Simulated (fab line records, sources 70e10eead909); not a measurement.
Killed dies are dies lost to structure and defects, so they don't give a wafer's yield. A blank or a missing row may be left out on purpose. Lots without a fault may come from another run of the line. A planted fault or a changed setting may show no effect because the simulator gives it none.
Chamber matching | flow nand_harc | NHARC_A_CONTACT_DEP_58 on pecvd-02: 3 sister chambers
The step deposits SiON, target thk 60 nm. 3 wafers are shown with their chamber, then 12 later ones without.

WAFERS WITH THEIR CHAMBER
wafer  | chamber | heater_power_w (W)
L084.4 | 0       | 684
L087.5 | 2       | 746
L087.6 | 1       | 725

WAFERS WITHOUT THEIR CHAMBER
wafer  | heater_power_w (W)
L086.2 | 690
L086.5 | 710
L086.6 | 690
L093.3 | 687
L093.5 | 686
L093.6 | 716
L093.1 | 746
L093.2 | 604
L093.4 | 599
L097.3 | 637
L097.5 | 652
L097.6 | 675

WHICH CHAMBER EACH WENT THROUGH
wafer  | from the rows above          | in truth
L086.2 | can't be placed: 0 or 1 or 2 | 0
L086.5 | can't be placed: 1 or 0 or 2 | 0
L086.6 | can't be placed: 0 or 1 or 2 | 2
L093.3 | can't be placed: 0 or 1 or 2 | 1
L093.5 | can't be placed: 0 or 1 or 2 | 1
L093.6 | can't be placed: 1 or 2 or 0 | 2
L093.1 | can't be placed: 2 or 1 or 0 | 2
L093.2 | can't be placed: 0 or 1 or 2 | 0
L093.4 | can't be placed: 0 or 1 or 2 | 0
L097.3 | can't be placed: 0 or 1 or 2 | 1
L097.5 | can't be placed: 0 or 1 or 2 | 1
L097.6 | can't be placed: 0 or 1 or 2 | 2
Placed correctly: 0 of 12. Can't be placed from these rows: 12 (the true chamber is among the candidates in 12). Placed wrongly: 0.
How it was worked out, from the rows above alone: a wafer's distance from a chamber is the root of the sum, over the readings, of the square of ((its reading less the chamber's mean) divided by the reading's scatter). The wafer belongs to the nearest chamber; if the next one is less than 2 further off, it can't be placed. A chamber's mean is the mean of its shown wafers. The scatter: with one shown wafer a chamber, the root of the mean of the squares of how far each hidden wafer lies from its nearest shown one.
